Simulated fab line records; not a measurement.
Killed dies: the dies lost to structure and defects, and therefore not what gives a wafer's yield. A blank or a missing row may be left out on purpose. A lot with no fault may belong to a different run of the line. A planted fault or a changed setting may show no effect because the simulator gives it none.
Which tool was responsible? -- flow nand_harc -- 12 lots with 36 wafers sampled at 6 steps, on a route of 1302 steps

## WHAT EACH GAUGE READ, for each wafer
NHARC_P_ZERO_WELL_CD_MEAS_37: the cd target is 720 nm. Usual: cd_nm 719.7 nm, standard deviation 1.4.
lot,measured,on,cd_nm (nm),flag
L695,day 2 00:07,cd_sem-01,719.3 720.2 718.5,
L697,day 2 20:16,cd_sem-02,718.9 719.7 718.8,
L700,day 4 02:14,cd_sem-01,720.9 719.0 719.9,
L701,day 4 13:04,cd_sem-03,718.7 718.8 718.5,
L702,day 4 22:34,cd_sem-03,723.4 720.3 721.0,
L703,day 5 08:16,cd_sem-03,- - -,OFF
L709,day 7 20:17,cd_sem-02,722.3 721.9 722.0,
L712,day 9 02:16,cd_sem-02,719.1 718.0 718.9,
L715,day 10 08:56,cd_sem-01,718.5 718.8 718.7,
L716,day 10 18:26,cd_sem-03,719.6 719.5 719.6,
L717,day 11 04:10,cd_sem-01,717.7 717.6 717.8,
L718,day 11 14:13,cd_sem-02,722.0 722.1 719.6,

NHARC_P_STI_CD_MEAS_16. Usual: cd_nm 199.3 nm, standard deviation 1.6.
lot,measured,on,cd_nm (nm),flag
L695,day 2 22:47,cd_sem-02,199.3 200.1 198.5,
L697,day 3 17:13,cd_sem-03,201.3 200.3 199.8,
L700,day 4 23:13,cd_sem-03,198.5 196.8 199.2,
L701,day 5 10:04,cd_sem-02,199.6 197.7 199.0,
L702,day 5 18:04,cd_sem-01,199.2 201.1 198.5,
L709,day 8 17:17,cd_sem-02,198.9 199.4 197.9,
L712,day 9 21:41,cd_sem-01,197.1 197.2 201.9,
L715,day 11 08:32,cd_sem-03,200.5 199.9 200.4,
L716,day 11 16:33,cd_sem-03,201.5 201.9 200.6,
L717,day 12 01:08,cd_sem-02,198.5 197.8 199.5,
L718,day 12 09:19,cd_sem-03,201.2 202.7 201.8,

NHARC_END_SORT_01. Usual: killed_at_array 52, standard deviation 20; killed_at_other 1.0, standard deviation 1.3; killed_at_periphery 3.7, standard deviation 2.2; killed_dies 57, standard deviation 20; killed_open 3.2, standard deviation 1.6; killed_short 2.4, standard deviation 1.6.
lot,measured,on,killed_at_array,killed_at_other,killed_at_periphery,killed_dies,killed_open,killed_short,flag
L703,day 27 17:13,prober-01,61 54 47,1 0 1,615 623 629,677 677 677,5 1 4,5 3 1,OFF

## EACH LOT AND THE TOOL THAT RAN IT (in order: tool; ch and the chambers of the sampled wafers; start)
lot,NHARC_P_ZERO_WELL_DESCUM_26,NHARC_P_ZERO_WELL_EXPOSE_34,NHARC_P_STI_CMP_21
L695,"rie_diel-07 ch 0,1,3, day 1 22:47","krf_scanner-02 ch 0, day 1 23:58","cmp-04 ch 0,1,3, day 3 13:43"
L697,"rie_diel-04 ch 0,3, day 2 18:46","krf_scanner-03 ch 0, day 2 20:07","cmp-04 ch 0,1,3, day 4 10:59"
L700,"rie_diel-04 ch 0,3, day 4 00:44","krf_scanner-04 ch 0, day 4 02:05","cmp-01 ch 0,1,2, day 5 18:58"
L701,"rie_diel-07 ch 1,2, day 4 11:36","krf_scanner-03 ch 0, day 4 12:55","cmp-01 ch 1,2, day 6 04:13"
L702,"rie_diel-04 ch 0,2, day 4 21:11","krf_scanner-03 ch 0, day 4 22:25","cmp-01 ch 0,1, day 6 11:39"
L703,"rie_diel-12 ch 1,2, day 5 06:55","krf_scanner-03 ch 0, day 5 08:07",-
L709,"rie_diel-07 ch 0,1, day 7 18:49","krf_scanner-02 ch 0, day 7 20:08","cmp-01 ch 0,2,3, day 9 15:20"
L712,"rie_diel-12 ch 1,2, day 9 00:47","krf_scanner-04 ch 0, day 9 02:07","cmp-04 ch 0,2,3, day 10 14:17"
L715,"rie_diel-07 ch 0,2,3, day 10 07:37","krf_scanner-04 ch 0, day 10 08:47","cmp-03 ch 0,2, day 12 07:18"
L716,"rie_diel-12 ch 1,2,3, day 10 16:56","krf_scanner-03 ch 0, day 10 18:17","cmp-03 ch 1,2,3, day 12 11:47"
L717,"rie_diel-12 ch 0,3, day 11 02:40","krf_scanner-02 ch 0, day 11 04:00","cmp-03 ch 0,1,2, day 12 19:58"
L718,"rie_diel-12 ch 0,1, day 11 12:45","krf_scanner-03 ch 0, day 11 14:04","cmp-04 ch 0,1, day 13 02:46"
- NHARC_P_ZERO_WELL_DESCUM_26: chemistry O2, time 3 s.
- NHARC_P_ZERO_WELL_EXPOSE_34: exposes mask P PWELL, target cd 720 nm.
- NHARC_P_STI_CMP_21: polishes, t overpolish 20 s, target thk 380.67 nm.

## WHAT THE TOOLS THEMSELVES READ (means of the sampled wafers that have a number; where no wafer has one, the mark that the record gives instead)
NHARC_P_ZERO_WELL_DESCUM_26. Usual: drypump_motor_current_A 5.7 A, standard deviation 0.43; oes_product_au 0.999 a.u., standard deviation 0.0073; rf_vpp_V 57.7 V, standard deviation 0.94; showerhead_plenum_p_Torr 1.87 Torr, standard deviation 0.048; throttle_valve_pct 11.311 %, standard deviation 0.0092.
lot,tool,drypump_motor_current_A (A),oes_product_au (a.u.),rf_vpp_V (V),showerhead_plenum_p_Torr (Torr),throttle_valve_pct (%),flag
L695,rie_diel-07,5.6,0.995,58.2,1.88,11.303,
L697,rie_diel-04,6.1,0.998,58.2,1.89,11.309,
L700,rie_diel-04,6.1,0.989,58.0,1.89,11.320,
L701,rie_diel-07,5.6,0.995,56.9,1.88,11.312,
L702,rie_diel-04,5.6,0.994,57.4,1.85,11.319,
L703,rie_diel-12,5.7,0.987,58.1,1.86,11.309,
L709,rie_diel-07,5.6,1.003,57.5,1.85,11.313,
L712,rie_diel-12,5.7,0.993,58.2,1.85,11.314,
L715,rie_diel-07,5.5,1.005,57.2,1.85,11.315,
L716,rie_diel-12,5.7,0.993,57.5,1.86,11.301,
L717,rie_diel-12,6.3,1.008,58.3,1.84,11.320,
L718,rie_diel-12,5.7,1.004,56.7,1.87,11.310,

NHARC_P_ZERO_WELL_EXPOSE_34. Usual: focus_offset_nm 0.0 nm, standard deviation 0.47.
lot,tool,focus_offset_nm (nm),flag
L695,krf_scanner-02,-0.2,
L697,krf_scanner-03,0.6,
L700,krf_scanner-04,-0.4,
L701,krf_scanner-03,-0.1,
L702,krf_scanner-03,0.4,
L703,krf_scanner-03,0.0,
L709,krf_scanner-02,0.2,
L712,krf_scanner-04,-0.1,
L715,krf_scanner-04,-0.3,
L716,krf_scanner-03,0.2,
L717,krf_scanner-02,-0.2,
L718,krf_scanner-03,0.1,

NHARC_P_STI_CMP_21. Usual: motor_current_A 12.5 A, standard deviation 0.69; overpolish_run_s 20.000 s, standard deviation 0.0098.
lot,tool,motor_current_A (A),overpolish_run_s (s),flag
L695,cmp-04,12.5,20.008,
L697,cmp-04,12.5,19.992,
L700,cmp-01,12.6,20.010,
L701,cmp-01,12.2,20.005,
L702,cmp-01,12.3,19.998,
L709,cmp-01,12.3,19.989,
L712,cmp-04,12.3,20.004,
L715,cmp-03,12.9,20.005,
L716,cmp-03,12.7,20.003,
L717,cmp-03,13.3,20.002,
L718,cmp-04,12.3,20.009,

## THE ANSWER, worked out from the rows above alone
Rule: lot off if the mean of its wafers having a number is beyond 3 standard deviations from the usual mean. A lot without any number at a reading at which 4 lots or more have one is off too. Where the step has rows for the other lots, those lots are counted as sound. The gauges are gone through in route order, then the tools' own readings, and for those a lot's mean is taken as printed above. At the first step where some lot is off, the reading lying furthest off is the one used; lots without a number count as furthest.
Off: L703, at NHARC_P_ZERO_WELL_CD_MEAS_37 (cd_nm). Without a number there: L703.
If a tool, at a process step before that reading, ran all the lots that are off and no sound lot after the first of them, it fits. Not tried: the gauges at NHARC_P_ZERO_WELL_CD_MEAS_37; whatever is off there is also off at NHARC_END_SORT_01, on other tools, and gauge error can't account for it. Of those tried, none fits.

## WHAT THE SIMULATOR PUT IN
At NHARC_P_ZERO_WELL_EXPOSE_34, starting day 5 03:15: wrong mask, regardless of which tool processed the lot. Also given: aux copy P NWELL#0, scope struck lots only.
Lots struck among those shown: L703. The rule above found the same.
